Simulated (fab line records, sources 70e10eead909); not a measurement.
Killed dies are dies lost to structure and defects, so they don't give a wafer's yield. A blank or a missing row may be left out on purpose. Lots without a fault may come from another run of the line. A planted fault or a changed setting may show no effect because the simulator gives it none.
Which tool did it? | flow nand_harc | 24 lots, 72 wafers sampled, at 6 steps of a route of 1302

WHAT THE GAUGES READ, wafer by wafer
NHARC_A_CHANNEL_FILL_D2_INSPECT_13. Usual: raw_defect_count 336, standard deviation 99.
lot  | measured     | on                | raw_defect_count | flag
L074 | day 15 03:49 | defect_inspect-02 | 317 347 282      |
L076 | day 15 20:46 | defect_inspect-02 | 218 271 210      |
L075 | day 16 04:17 | defect_inspect-02 | 468 429 437      |
L077 | day 16 20:11 | defect_inspect-02 | 496 519 496      |
L078 | day 17 04:37 | defect_inspect-02 | 243 432 305      |
L079 | day 18 01:32 | defect_inspect-02 | 248 309 553      |
L080 | day 18 01:32 | defect_inspect-01 | 382 236 346      |
L081 | day 19 03:23 | defect_inspect-01 | 446 340 451      |
L082 | day 19 03:16 | defect_inspect-01 | 447 512 525      |
L083 | day 19 17:43 | defect_inspect-02 | 406 510 316      |
L086 | day 20 02:16 | defect_inspect-02 | 210 251 298      |
L085 | day 20 02:20 | defect_inspect-02 | 421 313 340      |
L084 | day 20 07:04 | defect_inspect-02 | 288 243 291      |
L087 | day 20 13:53 | defect_inspect-02 | 307 252 226      |
L088 | day 21 13:48 | defect_inspect-02 | 382 343 396      |
L089 | day 22 01:08 | defect_inspect-02 | 209 265 193      |
L090 | day 22 01:13 | defect_inspect-02 | 380 477 374      |
L091 | day 23 08:04 | defect_inspect-02 | 225 236 291      |
L092 | day 23 08:04 | defect_inspect-01 | 288 222 231      |
L094 | day 23 20:05 | defect_inspect-01 | 395 245 257      |
L093 | day 23 20:07 | defect_inspect-01 | 378 433 300      |
L095 | day 24 16:56 | defect_inspect-01 | 235 410 284      |
L097 | day 24 23:47 | defect_inspect-01 | 282 284 403      |
L096 | day 24 23:47 | defect_inspect-02 | 483 285 233      |

WHICH TOOL RAN EACH LOT (tool, then ch and the chambers of the sampled wafers, then the start)
lot  | NHARC_A_CHANNEL_HOLE_D2_DESCUM_15  | NHARC_A_CHANNEL_HOLE_D2_ETCH_26  | NHARC_A_CHANNEL_FILL_D2_STRIP_28   | NHARC_A_CHANNEL_FILL_D2_ALD_25   | NHARC_A_CHANNEL_FILL_D2_ETCHBACK_08
L074 | rie_diel-05 ch 0,1,2, day 12 17:50 | har_etch-02 ch 0,1, day 12 22:54 | rie_diel-13 ch 0,1, day 14 02:57   | ald_hk-03 ch 0,1, day 14 15:55   | rie_diel-06 ch 1,2,3, day 15 03:49 or earlier
L076 | rie_diel-12 ch 2,3, day 13 11:24   | har_etch-01 ch 0,1, day 13 16:21 | rie_diel-13 ch 1,2,3, day 14 20:38 | ald_hk-01 ch 0,2,3, day 15 09:47 | rie_diel-06 ch 0,1, day 15 20:46 or earlier
L075 | rie_diel-12 ch 0,2, day 13 13:16   | har_etch-02 ch 0,1, day 13 20:55 | rie_diel-13 ch 0,1,2, day 15 00:07 | ald_hk-01 ch 0,1,3, day 15 16:41 | rie_diel-13 ch 1,2, day 16 04:17 or earlier
L077 | rie_diel-05 ch 1,3, day 14 08:16   | har_etch-02 ch 0,1, day 14 13:12 | rie_diel-13 ch 0,1, day 15 16:55   | ald_hk-04 ch 0,1,2, day 16 04:16 | rie_diel-13 ch 1,2, day 16 20:11 or earlier
L078 | rie_diel-12 ch 0,1,3, day 14 18:20 | har_etch-02 ch 0,1, day 14 23:23 | rie_diel-13 ch 1,2, day 16 04:48   | ald_hk-03 ch 0,1,3, day 16 17:54 | rie_diel-06 ch 0,1,3, day 17 04:37 or earlier
L079 | rie_diel-12 ch 0,3, day 15 10:25   | har_etch-02 ch 0,1, day 15 18:50 | rie_diel-08 ch 0,1,3, day 16 23:55 | ald_hk-01 ch 1,2,3, day 17 14:49 | rie_diel-06 ch 0,1,2, day 18 01:32 or earlier
L080 | rie_diel-02 ch 1,3, day 15 11:19   | har_etch-01 ch 0,1, day 15 19:34 | rie_diel-13 ch 1,3, day 16 23:55   | ald_hk-04 ch 0,3, day 17 12:56   | rie_diel-13 ch 1,2,3, day 18 01:32 or earlier
L081 | rie_diel-12 ch 0,2, day 16 10:43   | har_etch-01 ch 0, day 16 16:32   | rie_diel-06 ch 0,1,2, day 17 22:22 | ald_hk-04 ch 1,3, day 18 15:15   | rie_diel-06 ch 0,1,3, day 19 03:23 or earlier
L082 | rie_diel-12 ch 0,2,3, day 16 12:10 | har_etch-02 ch 0,1, day 16 19:12 | rie_diel-08 ch 0,1,3, day 17 22:22 | ald_hk-01 ch 0,1,3, day 18 16:28 | rie_diel-08 ch 1,2,3, day 19 03:16 or earlier
L083 | rie_diel-12 ch 0,1,2, day 17 03:44 | har_etch-01 ch 0,1, day 17 13:29 | rie_diel-13 ch 0,1,2, day 18 17:10 | ald_hk-01 ch 1,2, day 19 05:44   | rie_diel-06 ch 0,1,3, day 19 17:43 or earlier
L086 | rie_diel-12 ch 0,1,2, day 17 19:07 | har_etch-02 ch 0,1, day 18 00:04 | rie_diel-08 ch 0,1,3, day 19 02:31 | ald_hk-03 ch 0,1,3, day 19 15:34 | rie_diel-08 ch 0,1, day 20 02:16 or earlier
L085 | rie_diel-02 ch 1,2,3, day 17 19:16 | har_etch-01 ch 0,1, day 18 00:17 | rie_diel-13 ch 1,3, day 19 02:31   | ald_hk-04 ch 1,2,3, day 19 14:58 | rie_diel-06 ch 0,2,3, day 20 02:20 or earlier
L084 | rie_diel-05 ch 0,3, day 17 19:26   | har_etch-02 ch 0,1, day 18 04:11 | rie_diel-13 ch 0,1,2, day 19 06:31 | ald_hk-04 ch 0,1,3, day 19 19:41 | rie_diel-06 ch 2,3, day 20 07:04 or earlier
L087 | rie_diel-02 ch 0,1,3, day 18 07:12 | har_etch-01 ch 0,1, day 18 12:26 | rie_diel-06 ch 1,2, day 19 14:24   | ald_hk-03 ch 0,1,2, day 20 02:36 | rie_diel-13 ch 1,2,3, day 20 13:53 or earlier
L088 | rie_diel-12 ch 0,1,3, day 19 06:42 | har_etch-01 ch 0,1, day 19 11:44 | rie_diel-13 ch 0,1, day 20 14:07   | ald_hk-04 ch 2,3, day 21 01:52   | rie_diel-13 ch 2,3, day 21 13:48 or earlier
L089 | rie_diel-05 ch 1,2, day 19 13:40   | har_etch-01 ch 0,1, day 19 20:46 | rie_diel-08 ch 1,2,3, day 21 01:31 | ald_hk-01 ch 0,1,2, day 21 13:14 | rie_diel-13 ch 1,2,3, day 22 01:08 or earlier
L090 | rie_diel-05 ch 1,2,3, day 19 19:41 | har_etch-02 ch 0,1, day 20 00:55 | rie_diel-13 ch 1,3, day 21 01:32   | ald_hk-03 ch 0,3, day 21 13:50   | rie_diel-06 ch 1,2, day 22 01:13 or earlier
L091 | rie_diel-02 ch 1,2,3, day 20 22:17 | har_etch-02 ch 1, day 21 03:14   | rie_diel-06 ch 1,2, day 22 08:29   | ald_hk-01 ch 2,3, day 22 20:12   | rie_diel-08 ch 1,3, day 23 08:04 or earlier
L092 | rie_diel-05 ch 0,1,3, day 21 02:01 | har_etch-01 ch 0,1, day 21 08:06 | rie_diel-13 ch 1,2,3, day 22 08:29 | ald_hk-04 ch 0,1,3, day 22 20:49 | rie_diel-06 ch 1,2,3, day 23 08:04 or earlier
L094 | rie_diel-12 ch 0,1, day 21 12:59   | har_etch-01 ch 0,1, day 21 18:01 | rie_diel-06 ch 0,2,3, day 22 20:16 | ald_hk-03 ch 0,1,3, day 23 09:53 | rie_diel-08 ch 2,3, day 23 20:05 or earlier
L093 | rie_diel-05 ch 0,2,3, day 21 13:29 | har_etch-02 ch 0, day 21 20:26   | rie_diel-06 ch 0,1,3, day 22 20:18 | ald_hk-01 ch 1,2, day 23 08:39   | rie_diel-13 ch 1,3, day 23 20:07 or earlier
L095 | rie_diel-12 ch 1,2, day 22 07:19   | har_etch-02 ch 0,1, day 22 14:35 | rie_diel-13 ch 0,3, day 23 17:20   | ald_hk-04 ch 0,1, day 24 05:32   | rie_diel-13 ch 1,3, day 24 16:56 or earlier
L097 | rie_diel-12 ch 1,2,3, day 22 17:20 | har_etch-01 ch 0,1, day 22 22:15 | rie_diel-13 ch 1,2, day 24 00:31   | ald_hk-04 ch 0,1,3, day 24 13:04 | rie_diel-13 ch 0,1,2, day 24 23:47 or earlier
L096 | rie_diel-05 ch 2,3, day 22 17:30   | har_etch-02 ch 0,1, day 22 22:53 | rie_diel-06 ch 0,1, day 24 00:02   | ald_hk-01 ch 0,1,3, day 24 13:03 | rie_diel-06 ch 0,2,3, day 24 23:47 or earlier
- NHARC_A_CHANNEL_HOLE_D2_DESCUM_15: chemistry O2, time 3 s.
- NHARC_A_CHANNEL_HOLE_D2_ETCH_26: etches the open film in C4F8/O2/Ar, time 224.1 s, target depth 300 nm.
- NHARC_A_CHANNEL_FILL_D2_STRIP_28: strips in O2, time 20 s.
- NHARC_A_CHANNEL_FILL_D2_ALD_25: deposits SiOx, target thk 60 nm, pulse time 10 s, ald cycles 600.
- NHARC_A_CHANNEL_FILL_D2_ETCHBACK_08: etches the open film in C4F8, target depth 220 nm, time 110 s.

WHAT THE TOOLS THEMSELVES READ (means of the sampled wafers that have a number; where no wafer has one, the mark that the record gives instead)
NHARC_A_CHANNEL_HOLE_D2_DESCUM_15. Usual: drypump_motor_current_A 5.6 A, standard deviation 0.37; oes_product_au 1.000 a.u., standard deviation 0.01; rf_vpp_V 57.8 V, standard deviation 0.89; showerhead_plenum_p_Torr 1.91 Torr, standard deviation 0.082; throttle_valve_pct 11.310 %, standard deviation 0.0086.
lot  | tool        | drypump_motor_current_A (A) | oes_product_au (a.u.) | rf_vpp_V (V) | showerhead_plenum_p_Torr (Torr) | throttle_valve_pct (%) | flag
L074 | rie_diel-05 | 5.4                         | 0.997                 | 57.7         | 1.96                            | 11.310                 |
L076 | rie_diel-12 | 5.4                         | 1.010                 | 57.9         | 1.82                            | 11.306                 |
L075 | rie_diel-12 | 5.4                         | 1.010                 | 58.3         | 1.95                            | 11.314                 |
L077 | rie_diel-05 | 5.7                         | 0.989                 | 58.5         | 1.99                            | 11.314                 |
L078 | rie_diel-12 | 5.9                         | 1.008                 | 56.8         | 1.91                            | 11.312                 |
L079 | rie_diel-12 | 5.6                         | 1.003                 | 58.2         | 1.96                            | 11.304                 |
L080 | rie_diel-02 | 5.5                         | 1.006                 | 58.1         | 1.98                            | 11.302                 |
L081 | rie_diel-12 | 5.2                         | 1.005                 | 58.0         | 1.88                            | 11.312                 |
L082 | rie_diel-12 | 5.5                         | 1.009                 | 57.7         | 1.89                            | 11.319                 |
L083 | rie_diel-12 | 5.6                         | 0.998                 | 57.6         | 1.91                            | 11.306                 |
L086 | rie_diel-12 | 5.6                         | 0.996                 | 57.2         | 1.91                            | 11.311                 |
L085 | rie_diel-02 | 5.4                         | 1.006                 | 57.8         | 1.92                            | 11.299                 |
L084 | rie_diel-05 | 5.9                         | 0.994                 | 57.8         | 2.00                            | 11.306                 |
L087 | rie_diel-02 | 5.5                         | 0.999                 | 58.0         | 1.92                            | 11.305                 |
L088 | rie_diel-12 | 5.9                         | 1.007                 | 57.4         | 1.91                            | 11.314                 |
L089 | rie_diel-05 | 5.5                         | 0.995                 | 58.1         | 1.89                            | 11.311                 |
L090 | rie_diel-05 | 5.7                         | 0.993                 | 57.4         | 1.94                            | 11.314                 |
L091 | rie_diel-02 | 5.4                         | 1.002                 | 57.5         | 1.92                            | 11.316                 |
L092 | rie_diel-05 | 5.6                         | 0.991                 | 57.8         | 2.00                            | 11.306                 |
L094 | rie_diel-12 | 6.0                         | 0.985                 | 58.6         | 1.93                            | 11.315                 |
L093 | rie_diel-05 | 5.7                         | 0.994                 | 58.4         | 1.95                            | 11.309                 |
L095 | rie_diel-12 | 5.9                         | 0.986                 | 57.6         | 1.87                            | 11.313                 |
L097 | rie_diel-12 | 5.7                         | 1.000                 | 57.0         | 1.84                            | 11.313                 |
L096 | rie_diel-05 | 5.8                         | 0.992                 | 58.1         | 1.88                            | 11.317                 |

NHARC_A_CHANNEL_HOLE_D2_ETCH_26. Usual: drypump_motor_current_A 5.57 A, standard deviation 0.11; showerhead_plenum_p_Torr 3.70 Torr, standard deviation 0.12; throttle_valve_pct 24.583 %, standard deviation 0.0096.
lot  | tool        | drypump_motor_current_A (A) | showerhead_plenum_p_Torr (Torr) | throttle_valve_pct (%) | flag
L074 | har_etch-02 | 5.51                        | 3.68                            | 24.588                 |
L076 | har_etch-01 | 5.56                        | 3.70                            | 24.585                 |
L075 | har_etch-02 | 5.57                        | 3.69                            | 24.580                 |
L077 | har_etch-02 | 5.54                        | 3.67                            | 24.582                 |
L078 | har_etch-02 | 5.57                        | 3.68                            | 24.574                 |
L079 | har_etch-02 | 5.55                        | 3.68                            | 24.580                 |
L080 | har_etch-01 | 5.56                        | 3.68                            | 24.588                 |
L081 | har_etch-01 | 5.74                        | 3.60                            | 24.590                 |
L082 | har_etch-02 | 5.54                        | 3.65                            | 24.594                 |
L083 | har_etch-01 | 5.56                        | 3.67                            | 24.589                 |
L086 | har_etch-02 | 5.54                        | 3.89                            | 24.578                 |
L085 | har_etch-01 | 5.55                        | 3.66                            | 24.589                 |
L084 | har_etch-02 | 5.58                        | 3.78                            | 24.591                 |
L087 | har_etch-01 | 5.66                        | 3.63                            | 24.581                 |
L088 | har_etch-01 | 5.67                        | 3.62                            | 24.577                 |
L089 | har_etch-01 | 5.65                        | 3.61                            | 24.577                 |
L090 | har_etch-02 | 5.58                        | 3.76                            | 24.591                 |
L091 | har_etch-02 | 5.49                        | 3.96                            | 24.587                 |
L092 | har_etch-01 | 5.63                        | 3.60                            | 24.586                 |
L094 | har_etch-01 | 5.57                        | 3.63                            | 24.577                 |
L093 | har_etch-02 | 5.62                        | 3.65                            | 24.588                 |
L095 | har_etch-02 | 5.54                        | 3.85                            | 24.579                 |
L097 | har_etch-01 | 5.55                        | 3.62                            | 24.580                 |
L096 | har_etch-02 | 5.57                        | 3.74                            | 24.575                 |

NHARC_A_CHANNEL_FILL_D2_STRIP_28. Usual: drypump_motor_current_A 5.8 A, standard deviation 0.65; oes_product_au 1.006 a.u., standard deviation 0.011; rf_vpp_V 57.8 V, standard deviation 0.92; showerhead_plenum_p_Torr 3.52 Torr, standard deviation 0.11; throttle_valve_pct 17.035 %, standard deviation 0.0091.
lot  | tool        | drypump_motor_current_A (A) | oes_product_au (a.u.) | rf_vpp_V (V) | showerhead_plenum_p_Torr (Torr) | throttle_valve_pct (%) | flag
L074 | rie_diel-13 | 5.7                         | 1.017                 | 57.6         | 3.58                            | 17.046                 |
L076 | rie_diel-13 | 6.0                         | 1.012                 | 57.8         | 3.51                            | 17.039                 |
L075 | rie_diel-13 | 5.6                         | 1.011                 | 57.8         | 3.49                            | 17.039                 |
L077 | rie_diel-13 | 6.2                         | 1.011                 | 57.5         | 3.58                            | 17.037                 |
L078 | rie_diel-13 | 6.1                         | 1.013                 | 58.1         | 3.49                            | 17.031                 |
L079 | rie_diel-08 | 6.0                         | 0.995                 | 58.6         | 3.53                            | 17.042                 |
L080 | rie_diel-13 | 6.4                         | 1.010                 | 57.4         | 3.61                            | 17.033                 |
L081 | rie_diel-06 | 5.7                         | 0.998                 | 57.5         | 3.49                            | 17.035                 |
L082 | rie_diel-08 | 6.0                         | 0.997                 | 57.7         | 3.53                            | 17.039                 |
L083 | rie_diel-13 | 5.6                         | 1.007                 | 57.9         | 3.49                            | 17.033                 |
L086 | rie_diel-08 | 6.0                         | 1.008                 | 58.6         | 3.53                            | 17.042                 |
L085 | rie_diel-13 | 6.4                         | 1.014                 | 57.7         | 3.61                            | 17.044                 |
L084 | rie_diel-13 | 5.6                         | 1.009                 | 56.9         | 3.49                            | 17.028                 |
L087 | rie_diel-06 | 5.6                         | 1.011                 | 57.5         | 3.43                            | 17.037                 |
L088 | rie_diel-13 | 5.7                         | 1.012                 | 57.8         | 3.58                            | 17.034                 |
L089 | rie_diel-08 | 5.5                         | 1.004                 | 57.8         | 3.45                            | 17.032                 |
L090 | rie_diel-13 | 6.6                         | 1.019                 | 57.7         | 3.59                            | 17.032                 |
L091 | rie_diel-06 | 5.6                         | 0.990                 | 58.2         | 3.43                            | 17.036                 |
L092 | rie_diel-13 | 6.0                         | 1.008                 | 57.7         | 3.50                            | 17.036                 |
L094 | rie_diel-06 | 5.6                         | 1.009                 | 57.6         | 3.48                            | 17.037                 |
L093 | rie_diel-06 | 5.4                         | 1.001                 | 58.0         | 3.50                            | 17.038                 |
L095 | rie_diel-13 | 5.6                         | 1.019                 | 58.0         | 3.59                            | 17.031                 |
L097 | rie_diel-13 | 5.6                         | 0.999                 | 57.0         | 3.40                            | 17.040                 |
L096 | rie_diel-06 | 5.7                         | 0.984                 | 57.8         | 3.54                            | 17.026                 |

NHARC_A_CHANNEL_FILL_D2_ALD_25. Usual: heater_power_w 474 W, standard deviation 46; precursor_pulse_height_rel 1.001, standard deviation 0.021.
lot  | tool      | heater_power_w (W) | precursor_pulse_height_rel | flag
L074 | ald_hk-03 | 460                | 0.989                      |
L076 | ald_hk-01 | 495                | 0.994                      |
L075 | ald_hk-01 | 511                | 1.008                      |
L077 | ald_hk-04 | 455                | 1.004                      |
L078 | ald_hk-03 | 463                | 0.994                      |
L079 | ald_hk-01 | 516                | 1.003                      |
L080 | ald_hk-04 | 505                | 1.022                      |
L081 | ald_hk-04 | 433                | 1.010                      |
L082 | ald_hk-01 | 511                | 1.010                      |
L083 | ald_hk-01 | 502                | 1.001                      |
L086 | ald_hk-03 | 474                | 1.010                      |
L085 | ald_hk-04 | 425                | 0.989                      |
L084 | ald_hk-04 | 470                | 0.988                      |
L087 | ald_hk-03 | 450                | 1.000                      |
L088 | ald_hk-04 | 420                | 0.995                      |
L089 | ald_hk-01 | 490                | 1.000                      |
L090 | ald_hk-03 | 492                | 1.001                      |
L091 | ald_hk-01 | 497                | 0.999                      |
L092 | ald_hk-04 | 477                | 0.993                      |
L094 | ald_hk-03 | 481                | 1.013                      |
L093 | ald_hk-01 | 523                | 1.014                      |
L095 | ald_hk-04 | 507                | 1.025                      |
L097 | ald_hk-04 | 468                | 1.002                      |
L096 | ald_hk-01 | 512                | 0.984                      |

NHARC_A_CHANNEL_FILL_D2_ETCHBACK_08. Usual: oes_product_au 0.97 a.u., standard deviation 0.036; rf_vpp_V 440.3 V, standard deviation 2.1.
lot  | tool        | oes_product_au (a.u.) | rf_vpp_V (V) | flag
L074 | rie_diel-06 | 1.01                  | 439.4        |
L076 | rie_diel-06 | 0.97                  | 441.5        |
L075 | rie_diel-13 | 1.02                  | 440.2        |
L077 | rie_diel-13 | 0.93                  | 438.5        |
L078 | rie_diel-06 | 1.00                  | 439.9        |
L079 | rie_diel-06 | 1.00                  | 440.2        |
L080 | rie_diel-13 | 0.93                  | 440.6        |
L081 | rie_diel-06 | 0.93                  | 441.0        |
L082 | rie_diel-08 | 0.92                  | 440.4        |
L083 | rie_diel-06 | 0.98                  | 441.0        |
L086 | rie_diel-08 | 0.92                  | 443.4        |
L085 | rie_diel-06 | 1.01                  | 439.9        |
L084 | rie_diel-06 | 1.01                  | 439.7        |
L087 | rie_diel-13 | 1.00                  | 441.0        |
L088 | rie_diel-13 | 0.93                  | 440.7        |
L089 | rie_diel-13 | 0.92                  | 440.8        |
L090 | rie_diel-06 | 0.99                  | 438.8        |
L091 | rie_diel-08 | 0.99                  | 440.9        |
L092 | rie_diel-06 | 1.00                  | 440.3        |
L094 | rie_diel-08 | 1.00                  | 437.4        |
L093 | rie_diel-13 | 0.99                  | 442.7        |
L095 | rie_diel-13 | 0.93                  | 443.1        |
L097 | rie_diel-13 | 0.93                  | 440.2        |
L096 | rie_diel-06 | 0.93                  | 440.2        |

THE ANSWER, worked out from the rows above alone
Rule: a lot is off if the mean of its wafers that have a number lies more than 3 standard deviations from the usual mean. A lot without any number at a reading at which 4 lots or more have one is off too. The other lots that the step has rows for count as sound. The gauges are gone through in route order, then the tools' own readings, and for those a lot's mean is taken as printed above. The first step at which some lot is off is used, and at that step the reading that is off furthest; a lot without a number counts as furthest.
No lot is off at any reading shown: from this, nothing can be told.

WHAT THE SIMULATOR HAD PUT IN
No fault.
